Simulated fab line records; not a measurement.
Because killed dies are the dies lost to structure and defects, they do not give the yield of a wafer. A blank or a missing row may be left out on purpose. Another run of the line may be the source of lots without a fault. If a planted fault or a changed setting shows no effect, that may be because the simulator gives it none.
fab line records -- flow n5-finfet -- part 1 of 2: steps 1 to 4 of 6
record lots=24, wafers=72, last-day=17
route steps=1938 shown BEOL_M9@1456 BEOL_M10@1470
lots that met no fault: taken from a fault-free run of the same line
start-h: hours from the record's opening day to when the first of the lot's shown wafers began -- wait-h: hours from the lot's prior step to this one -- " identical to the entry in the row above -- L1.1+2: one row covering several wafers at once -- - no value present, or no start provided -- * or withheld: withheld -- < > ~ a bound
route shown NAME@n: names a module that has steps shown in the file, with the first one's number in the route -- usual: mean and standard deviation over wafers with no fault -- same: alike in all rows -- chamber/n: place in a boat -- sites: the reading at each site -- _std_site: the values' standard deviation -- _edge_site: outer sites' mean less inner sites' -- radius-mm: how far each site lies from the wafer's centre -- mask NAME#n: copy n -- behind: the tool/chamber that last shaped the wafer -- hold: why the lot went on hold/how many hours it stayed there/how the hold came to an end -- device: the n, p or np transistor that did not switch -- end of line: the route-end tests of the same wafers -- step lacking rows: just its recipe -- killed: dies lost to structure and defects at the first sort, not the wafer's yield -- map: shows each die of a wafer: x if killed, . if not, _ if none is there
set.NAME: the setting that was run; set.NAME@STEP: the one run at that earlier step -- model.NAME: the simulator's own value behind a step, which no gauge read
a sample of lots followed through the steps of the route, with each step as a table and each wafer as a row
services: when a tool's chamber went out of use (start-h, in hours from the record's first day, below 0 if earlier), for how many hours, and the reason
## steps
# step N5_BEOL_M9_DEGAS_44
# recipe ambient=vacuum, temp-c=250, time-s=60
# usual heater-power-w=330/31
lot.wafer,tool,chamber,start-h,wait-h,heater-power-w
L074.3,pvd-sputter-01,-,200.38,1.4,355
L074.4,pvd-sputter-01,-,200.38,1.4,322
L074.5,pvd-sputter-01,-,200.38,1.4,328
L075.2,pvd-sputter-01,-,219.67,0.6,325
L075.3,pvd-sputter-01,-,219.67,0.6,401
L075.5,pvd-sputter-01,-,219.67,0.6,393
L076.2,pvd-sputter-02,-,220.39,0.9,314
L076.4,pvd-sputter-02,-,220.39,0.9,326
L076.6,pvd-sputter-02,-,220.39,0.9,239
L077.2,pvd-sputter-03,-,222.62,0.4,343
L077.4,pvd-sputter-03,-,222.62,0.4,337
L077.5,pvd-sputter-03,-,222.62,0.4,286
L078.3,pvd-sputter-03,-,223.58,0.5,340
L078.4,pvd-sputter-03,-,223.58,0.5,291
L078.5,pvd-sputter-03,-,223.58,0.5,337
L079.1,pvd-sputter-03,-,236.57,1.7,335
L079.2,pvd-sputter-03,-,236.57,1.7,293
L079.6,pvd-sputter-03,-,236.57,1.7,340
L080.1,pvd-sputter-03,-,245.54,0.3,341
L080.2,pvd-sputter-03,-,245.54,0.3,323
L080.5,pvd-sputter-03,-,245.54,0.3,338
L082.1,pvd-sputter-03,-,245.80,0.3,326
L082.3,pvd-sputter-03,-,245.80,0.3,336
L082.6,pvd-sputter-03,-,245.80,0.3,332
L081.2,pvd-sputter-03,-,254.19,0.4,330
L081.3,pvd-sputter-03,-,254.19,0.4,329
L081.4,pvd-sputter-03,-,254.19,0.4,335
L083.2,pvd-sputter-03,-,254.73,0.3,329
L083.3,pvd-sputter-03,-,254.73,0.3,344
L083.6,pvd-sputter-03,-,254.73,0.3,337
L085.1,pvd-sputter-03,-,271.76,0.6,288
L085.4,pvd-sputter-03,-,271.76,0.6,339
L085.5,pvd-sputter-03,-,271.76,0.6,296
L084.2,pvd-sputter-03,-,271.94,0.2,343
L084.3,pvd-sputter-03,-,271.94,0.2,346
L084.6,pvd-sputter-03,-,271.94,0.2,297
L087.3,pvd-sputter-01,-,287.44,0.8,309
L087.4,pvd-sputter-01,-,287.44,0.8,321
L087.6,pvd-sputter-01,-,287.44,0.8,314
L086.4,pvd-sputter-03,-,290.31,0.6,340
L086.5,pvd-sputter-03,-,290.31,0.6,334
L086.6,pvd-sputter-03,-,290.31,0.6,340
L089.1,pvd-sputter-02,-,291.85,0.7,310
L089.2,pvd-sputter-02,-,291.85,0.7,237
L089.4,pvd-sputter-02,-,291.85,0.7,323
L090.2,pvd-sputter-03,-,293.71,0.4,295
L090.3,pvd-sputter-03,-,293.71,0.4,329
L090.5,pvd-sputter-03,-,293.71,0.4,334
L088.1,pvd-sputter-01,-,297.19,0.3,358
L088.4,pvd-sputter-01,-,297.19,0.3,324
L088.6,pvd-sputter-01,-,297.19,0.3,416
L091.1,pvd-sputter-03,-,309.65,0.4,294
L091.3,pvd-sputter-03,-,309.65,0.4,340
L091.6,pvd-sputter-03,-,309.65,0.4,339
L092.3,pvd-sputter-03,-,315.54,0.2,351
L092.5,pvd-sputter-03,-,315.54,0.2,345
L092.6,pvd-sputter-03,-,315.54,0.2,336
L094.1,pvd-sputter-01,-,321.91,0.4,307
L094.5,pvd-sputter-01,-,321.91,0.4,398
L094.6,pvd-sputter-01,-,321.91,0.4,330
L093.2,pvd-sputter-03,-,324.96,0.6,293
L093.4,pvd-sputter-03,-,324.96,0.6,337
L093.6,pvd-sputter-03,-,324.96,0.6,338
L095.2,pvd-sputter-01,-,328.45,0.3,364
L095.4,pvd-sputter-01,-,328.45,0.3,387
L095.6,pvd-sputter-01,-,328.45,0.3,313
L096.1,pvd-sputter-01,-,335.46,0.3,323
L096.2,pvd-sputter-01,-,335.46,0.3,395
L096.6,pvd-sputter-01,-,335.46,0.3,391
L097.2,pvd-sputter-02,-,355.96,0.3,237
L097.3,pvd-sputter-02,-,355.96,0.3,318
L097.5,pvd-sputter-02,-,355.96,0.3,330
# step N5_BEOL_M10_ILD_DEP_00
# recipe material=SiCOH_lowk, target-thk-a=3085.1, temp-c=300, precursor=DEMS/porogen, pressure-torr=5, rf-w=500, time-s=58
# usual heater-power-w=324/46, showerhead-plenum-p-Torr=5.744/0.019, throttle-valve-pct=14.0/0.87
lot.wafer,tool,chamber,start-h,wait-h,heater-power-w,showerhead-plenum-p-Torr,since-wet-clean-h,throttle-valve-pct
L074.3,pecvd-04,1,203.13,0.1,431,5.754,-,14.0
L074.4,pecvd-04,0,203.13,0.1,371,5.753,-,14.2
L074.5,pecvd-04,1,203.13,0.1,444,5.735,-,14.1
L075.2,pecvd-04,0,221.32,0.0,375,5.757,744,14.3
L075.3,pecvd-04,1,221.32,0.0,387,5.752,-,14.0
L075.5,pecvd-04,0,221.32,0.0,313,5.767,-,14.5
L076.2,pecvd-02,2,223.34,0.0,315,5.762,173,13.0
L076.4,pecvd-02,0,223.34,0.0,303,5.752,-,15.5
L076.6,pecvd-02,2,223.34,0.0,326,5.758,-,13.3
L077.2,pecvd-01,2,224.41,0.0,284,5.683,356,12.8
L077.4,pecvd-01,0,224.41,0.0,348,5.763,-,13.9
L077.5,pecvd-01,2,224.41,0.0,303,5.714,-,12.6
L078.3,pecvd-04,0,225.44,0.1,353,5.758,-,14.4
L078.4,pecvd-04,1,225.44,0.1,409,5.752,-,14.1
L078.5,pecvd-04,0,225.44,0.1,360,5.764,-,14.6
L079.1,pecvd-01,0,238.59,0.0,345,5.738,1124,13.7
L079.2,pecvd-01,2,238.59,0.0,356,5.691,370,12.7
L079.6,pecvd-01,2,238.59,0.0,367,5.709,-,12.8
L080.1,pecvd-01,0,247.64,0.0,346,5.755,1133,14.2
L080.2,pecvd-01,1,247.64,0.0,273,5.745,1858,13.5
L080.5,pecvd-01,1,247.64,0.0,283,5.728,-,13.5
L082.1,pecvd-02,1,248.36,0.0,299,5.729,1677,14.6
L082.3,pecvd-02,0,248.36,0.0,299,5.751,952,15.6
L082.6,pecvd-02,0,248.36,0.0,304,5.753,-,15.5
L081.2,pecvd-02,1,255.98,0.0,305,5.751,1685,14.6
L081.3,pecvd-02,0,255.98,0.0,308,5.752,960,15.6
L081.4,pecvd-02,1,255.98,0.0,245,5.748,-,14.1
L083.2,pecvd-01,1,258.00,0.0,263,5.728,1868,13.5
L083.3,pecvd-01,2,258.00,0.0,355,5.689,389,12.7
L083.6,pecvd-01,1,258.00,0.0,277,5.736,-,13.7
L085.1,pecvd-04,1,274.73,0.0,455,5.754,1522,14.2
L085.4,pecvd-04,1,274.73,0.0,362,5.744,-,14.2
L085.5,pecvd-04,2,274.73,0.0,337,5.714,-,13.5
L084.2,pecvd-02,2,275.11,0.0,336,5.737,225,13.2
L084.3,pecvd-02,1,275.11,0.0,295,5.758,-,14.4
L084.6,pecvd-02,1,275.11,0.0,295,5.735,-,14.3
L087.3,pecvd-01,0,289.28,0.0,354,5.759,1174,13.8
L087.4,pecvd-01,2,289.28,0.0,338,5.710,-,12.9
L087.6,pecvd-01,0,289.28,0.0,286,5.746,-,13.7
L086.4,pecvd-02,1,292.51,0.1,265,5.725,-,14.3
L086.5,pecvd-02,2,292.51,0.1,341,5.754,-,13.0
L086.6,pecvd-02,0,292.51,0.1,311,5.759,-,15.6
L089.1,pecvd-02,1,294.44,0.0,305,5.733,1723,14.4
L089.2,pecvd-02,0,294.44,0.0,272,5.748,998,15.6
L089.4,pecvd-02,2,294.44,0.0,275,5.736,-,13.3
L090.2,pecvd-02,2,295.43,0.0,298,5.729,245,13.1
L090.3,pecvd-02,0,295.43,0.0,301,5.750,999,15.7
L090.5,pecvd-02,0,295.43,0.0,307,5.751,-,16.0
L088.1,pecvd-02,0,299.11,0.0,287,5.762,1003,16.0
L088.4,pecvd-02,1,299.11,0.0,266,5.746,-,14.2
L088.6,pecvd-02,2,299.11,0.0,315,5.751,-,13.2
L091.1,pecvd-02,1,312.98,0.0,308,5.728,1742,14.4
L091.3,pecvd-02,0,312.98,0.0,290,5.742,1017,15.8
L091.6,pecvd-02,0,312.98,0.0,298,5.753,-,15.8
L092.3,pecvd-01,2,318.44,0.0,321,5.705,450,12.7
L092.5,pecvd-01,1,318.44,0.0,274,5.735,-,13.4
L092.6,pecvd-01,2,318.44,0.0,320,5.715,-,13.1
L094.1,pecvd-01,1,324.21,0.0,251,5.747,1934,13.2
L094.5,pecvd-01,2,324.21,0.0,339,5.704,-,13.0
L094.6,pecvd-01,1,324.21,0.0,255,5.726,-,13.5
L093.2,pecvd-02,2,326.76,0.0,296,5.745,277,13.4
L093.4,pecvd-02,2,326.76,0.0,308,5.768,-,13.1
L093.6,pecvd-02,0,326.76,0.0,261,5.746,-,15.7
L095.2,pecvd-02,2,330.78,0.0,309,5.763,281,13.6
L095.4,pecvd-02,2,330.78,0.0,318,5.737,-,13.5
L095.6,pecvd-02,1,330.78,0.0,284,5.750,-,14.3
L096.1,pecvd-04,1,337.08,0.0,459,5.757,1585,14.1
L096.2,pecvd-04,2,337.08,0.0,353,5.718,106,13.7
L096.6,pecvd-04,2,337.08,0.0,359,5.722,-,13.6
L097.2,pecvd-04,1,358.10,0.0,424,5.764,1606,13.8
L097.3,pecvd-04,1,358.10,0.0,440,5.744,-,13.9
L097.5,pecvd-04,1,358.10,0.0,440,5.756,-,13.8
# step N5_BEOL_M10_STRIP_19
# recipe chemistry=O2, power-w=400, temp-c=40, pressure-mtorr=30, rf-frequency-hz=6e+07, bias-power-w=0, overash-fraction=0.2, o2-flow-sccm=225
# usual drypump-motor-current-A=6.0/0.54, oes-product-au=0.79/0.086, rf-vpp-V=3.6/0.58, showerhead-plenum-p-Torr=2.11/0.065, throttle-valve-pct=16.69/0.28
lot.wafer,tool,chamber,start-h,wait-h,drypump-motor-current-A,oes-product-au,rf-hours-counter-h,rf-vpp-V,showerhead-plenum-p-Torr,throttle-valve-pct
L074.3,rie-diel-04,1,206.07,0.1,5.7,0.77,143,2.9,2.09,16.92
L074.4,rie-diel-04,3,206.07,0.1,5.7,0.72,204,3.4,2.17,16.52
L074.5,rie-diel-04,3,206.07,0.1,5.6,0.71,-,3.4,2.17,16.51
L075.2,rie-diel-04,0,223.43,0.1,6.6,0.68,249,4.1,1.98,16.59
L075.3,rie-diel-04,1,223.43,0.1,5.7,0.77,148,3.9,2.09,16.92
L075.5,rie-diel-04,2,223.43,0.1,5.7,0.91,-,3.6,2.14,16.14
L076.2,rie-diel-04,2,225.37,0.1,5.8,0.90,12,3.0,2.14,16.14
L076.4,rie-diel-04,0,225.37,0.1,6.6,0.68,250,3.5,1.98,16.59
L076.6,rie-diel-04,1,225.37,0.1,5.7,0.76,-,3.8,2.09,16.93
L077.2,rie-diel-01,2,226.82,0.2,6.6,0.69,213,2.9,2.08,16.76
L077.4,rie-diel-01,0,226.82,0.2,5.5,0.86,67,3.7,2.12,16.91
L077.5,rie-diel-01,3,226.82,0.2,5.1,0.70,-,3.4,1.99,16.81
L078.3,rie-diel-01,1,227.97,0.1,6.6,0.84,74,3.3,2.13,16.97
L078.4,rie-diel-01,3,227.97,0.1,5.2,0.70,231,2.6,1.99,16.79
L078.5,rie-diel-01,1,227.97,0.1,6.6,0.84,-,3.6,2.13,16.99
L079.1,rie-diel-01,3,240.57,0.1,5.1,0.71,235,3.5,1.99,16.78
L079.2,rie-diel-01,1,240.57,0.1,6.6,0.84,78,3.6,2.13,17.00
L079.6,rie-diel-01,3,240.57,0.1,5.1,0.71,-,3.5,1.99,16.79
L080.1,rie-diel-05,2,249.80,0.1,6.6,0.75,179,3.1,2.09,16.74
L080.2,rie-diel-05,3,249.80,0.1,5.6,0.75,157,3.4,2.19,16.84
L080.5,rie-diel-05,0,249.80,0.1,5.6,0.79,-,3.7,2.02,16.52
L082.1,rie-diel-04,1,251.70,0.1,5.7,0.76,162,3.2,2.08,16.93
L082.3,rie-diel-04,3,251.70,0.1,5.7,0.71,225,4.1,2.16,16.55
L082.6,rie-diel-04,1,251.70,0.1,5.7,0.76,-,2.9,2.08,16.96
L081.2,rie-diel-01,3,258.66,0.1,5.1,0.70,243,3.4,1.99,16.81
L081.3,rie-diel-01,1,258.66,0.1,6.6,0.83,87,3.1,2.13,17.03
L081.4,rie-diel-01,0,258.66,0.1,5.5,0.84,80,3.1,2.12,16.94
L083.2,rie-diel-01,0,261.82,0.2,5.5,0.84,81,3.8,2.12,16.91
L083.3,rie-diel-01,3,261.82,0.2,5.1,0.70,243,4.1,1.98,16.81
L083.6,rie-diel-01,0,261.82,0.2,5.5,0.84,-,3.6,2.12,16.92
L085.1,rie-diel-05,1,276.32,0.1,6.3,0.90,34,3.0,2.14,16.38
L085.4,rie-diel-05,2,276.32,0.1,6.6,0.74,188,4.0,2.08,16.77
L085.5,rie-diel-05,0,276.32,0.1,5.6,0.80,-,3.2,2.02,16.56
L084.2,rie-diel-01,2,278.74,0.2,6.6,0.68,229,3.8,2.08,16.80
L084.3,rie-diel-01,1,278.74,0.2,6.6,0.81,94,3.6,2.13,17.03
L084.6,rie-diel-01,3,278.74,0.2,5.1,0.70,-,4.2,1.98,16.81
L087.3,rie-diel-05,1,291.38,0.1,6.2,0.88,39,3.9,2.14,16.40
L087.4,rie-diel-05,2,291.38,0.1,6.6,0.73,193,3.1,2.08,16.77
L087.6,rie-diel-05,2,291.38,0.1,6.6,0.72,-,4.6,2.08,16.77
L086.4,rie-diel-01,2,294.99,0.1,6.6,0.68,236,3.1,2.08,16.80
L086.5,rie-diel-01,2,294.99,0.1,6.6,0.69,-,3.0,2.08,16.80
L086.6,rie-diel-01,1,294.99,0.1,6.6,0.82,-,3.6,2.12,17.04
L089.1,rie-diel-04,2,297.81,0.1,5.8,0.86,40,3.2,2.13,16.22
L089.2,rie-diel-04,1,297.81,0.1,5.7,0.74,177,3.0,2.08,16.98
L089.4,rie-diel-04,0,297.81,0.1,6.6,0.94,17,4.2,2.24,16.16
L090.2,rie-diel-04,0,298.05,0.1,6.6,0.94,17,3.4,2.24,16.14
L090.3,rie-diel-04,3,298.05,0.1,5.7,0.70,241,3.5,2.15,16.57
L090.5,rie-diel-04,0,298.05,0.1,6.6,0.95,-,2.5,2.24,16.16
L088.1,rie-diel-05,1,302.00,0.1,6.3,0.88,41,4.4,2.14,16.41
L088.4,rie-diel-05,2,302.00,0.1,6.6,0.73,196,4.4,2.08,16.75
L088.6,rie-diel-05,1,302.00,0.1,6.3,0.88,-,3.7,2.14,16.40
L091.1,rie-diel-04,3,315.66,0.1,5.6,0.68,249,5.3,2.15,16.58
L091.3,rie-diel-04,1,315.66,0.1,5.7,0.73,185,4.3,2.08,17.00
L091.6,rie-diel-04,3,315.66,0.1,5.7,0.68,-,3.3,2.15,16.56
L092.3,rie-diel-01,1,322.81,0.1,6.6,0.81,110,3.2,2.12,17.08
L092.5,rie-diel-01,2,322.81,0.1,6.6,0.67,-,4.3,2.07,16.82
L092.6,rie-diel-01,1,322.81,0.1,6.6,0.81,-,2.8,2.12,17.05
L094.1,rie-diel-05,2,326.79,0.2,6.6,0.73,205,3.1,2.08,16.80
L094.5,rie-diel-05,0,326.79,0.2,5.6,0.77,-,3.7,2.01,16.59
L094.6,rie-diel-05,3,326.79,0.2,5.6,0.74,-,3.5,2.18,16.90
L093.2,rie-diel-01,3,329.81,0.2,5.1,0.96,10,3.7,2.24,16.36
L093.4,rie-diel-01,0,329.81,0.2,5.5,0.83,107,4.2,2.11,17.00
L093.6,rie-diel-01,1,329.81,0.2,6.6,0.80,-,3.9,2.12,17.08
L095.2,rie-diel-01,0,332.70,0.1,5.5,0.82,109,4.0,2.11,16.94
L095.4,rie-diel-01,0,332.70,0.1,5.5,0.82,-,5.7,2.11,16.99
L095.6,rie-diel-01,3,332.70,0.1,5.1,0.94,-,3.6,2.24,16.40
L096.1,rie-diel-05,0,339.23,0.1,5.6,0.78,141,3.2,2.01,16.59
L096.2,rie-diel-05,3,339.23,0.1,5.5,0.73,186,3.3,2.18,16.91
L096.6,rie-diel-05,1,339.23,0.1,6.2,0.87,-,3.8,2.14,16.45
L097.2,rie-diel-01,0,361.83,0.1,5.5,0.81,119,2.7,2.10,17.01
L097.3,rie-diel-01,2,361.83,0.1,6.6,0.96,4,4.4,2.07,16.35
L097.5,rie-diel-01,2,361.83,0.1,6.6,0.96,-,3.8,2.07,16.35
# step N5_BEOL_M10_OVL_MEAS_29
# recipe points-per-wafer=44
# usual V9_OVL=-0.2/0.67
lot.wafer,tool,chamber,start-h,wait-h,V9_OVL[nm]
L074.3,overlay-01,0,206.61,0.0,0.3
L074.4,overlay-01,0,206.61,0.0,1.6
L074.5,overlay-01,0,206.61,0.0,1.0
L075.2,overlay-02,0,225.09,0.0,0.2
L075.3,overlay-02,0,225.09,0.0,0.1
L075.5,overlay-02,0,225.09,0.0,-0.7
L076.2,overlay-01,0,226.47,0.0,-0.8
L076.4,overlay-01,0,226.47,0.0,-1.3
L076.6,overlay-01,0,226.47,0.0,-0.7
L077.2,overlay-01,0,227.42,0.0,0.0
L077.4,overlay-01,0,227.42,0.0,-0.7
L077.5,overlay-01,0,227.42,0.0,-1.2
L078.3,overlay-02,0,228.37,0.0,0.7
L078.4,overlay-02,0,228.37,0.0,0.8
L078.5,overlay-02,0,228.37,0.0,-0.9
L079.1,overlay-02,0,241.59,0.0,-1.5
L079.2,overlay-02,0,241.59,0.0,-2.0
L079.6,overlay-02,0,241.59,0.0,-1.5
L080.1,overlay-01,0,250.77,0.0,0.0
L080.2,overlay-01,0,250.77,0.0,0.3
L080.5,overlay-01,0,250.77,0.0,-0.1
L082.1,overlay-01,0,252.66,0.0,-0.8
L082.3,overlay-01,0,252.66,0.0,-1.2
L082.6,overlay-01,0,252.66,0.0,0.6
L081.2,overlay-02,0,260.04,0.0,0.1
L081.3,overlay-02,0,260.04,0.0,-0.4
L081.4,overlay-02,0,260.04,0.0,-0.3
L083.2,overlay-02,0,262.21,0.0,-0.2
L083.3,overlay-02,0,262.21,0.0,-0.4
L083.6,overlay-02,0,262.21,0.0,0.0
L085.1,overlay-02,0,276.90,0.0,-0.2
L085.4,overlay-02,0,276.90,0.0,0.3
L085.5,overlay-02,0,276.90,0.0,-0.1
L084.2,overlay-02,0,279.46,0.0,0.1
L084.3,overlay-02,0,279.46,0.0,0.5
L084.6,overlay-02,0,279.46,0.0,0.6
L087.3,overlay-01,0,292.34,0.0,0.6
L087.4,overlay-01,0,292.34,0.0,0.3
L087.6,overlay-01,0,292.34,0.0,-0.6
L086.4,overlay-01,0,296.21,0.0,0.5
L086.5,overlay-01,0,296.21,0.0,-1.2
L086.6,overlay-01,0,296.21,0.0,-0.3
L089.1,overlay-02,0,298.36,0.0,0.0
L089.2,overlay-02,0,298.36,0.0,0.1
L089.4,overlay-02,0,298.36,0.0,0.0
L090.2,overlay-02,0,299.80,0.0,0.2
L090.3,overlay-02,0,299.80,0.0,0.8
L090.5,overlay-02,0,299.80,0.0,0.6
L088.1,overlay-01,0,304.57,0.0,0.3
L088.4,overlay-01,0,304.57,0.0,-0.3
L088.6,overlay-01,0,304.57,0.0,0.5
L091.1,overlay-01,0,316.87,0.0,-0.1
L091.3,overlay-01,0,316.87,0.0,-0.1
L091.6,overlay-01,0,316.87,0.0,-0.4
L092.3,overlay-02,0,323.39,0.0,-0.9
L092.5,overlay-02,0,323.39,0.0,0.0
L092.6,overlay-02,0,323.39,0.0,-0.4
L094.1,overlay-02,0,327.48,0.0,-0.8
L094.5,overlay-02,0,327.48,0.0,-1.2
L094.6,overlay-02,0,327.48,0.0,-0.3
L093.2,overlay-01,0,330.84,0.0,0.5
L093.4,overlay-01,0,330.84,0.0,-0.8
L093.6,overlay-01,0,330.84,0.0,-0.3
L095.2,overlay-02,0,334.15,0.0,0.5
L095.4,overlay-02,0,334.15,0.0,-1.2
L095.6,overlay-02,0,334.15,0.0,-0.3
L096.1,overlay-02,0,339.66,0.0,1.0
L096.2,overlay-02,0,339.66,0.0,0.1
L096.6,overlay-02,0,339.66,0.0,-0.6
L097.2,overlay-02,0,362.34,0.0,0.3
L097.3,overlay-02,0,362.34,0.0,-0.4
L097.5,overlay-02,0,362.34,0.0,0.8
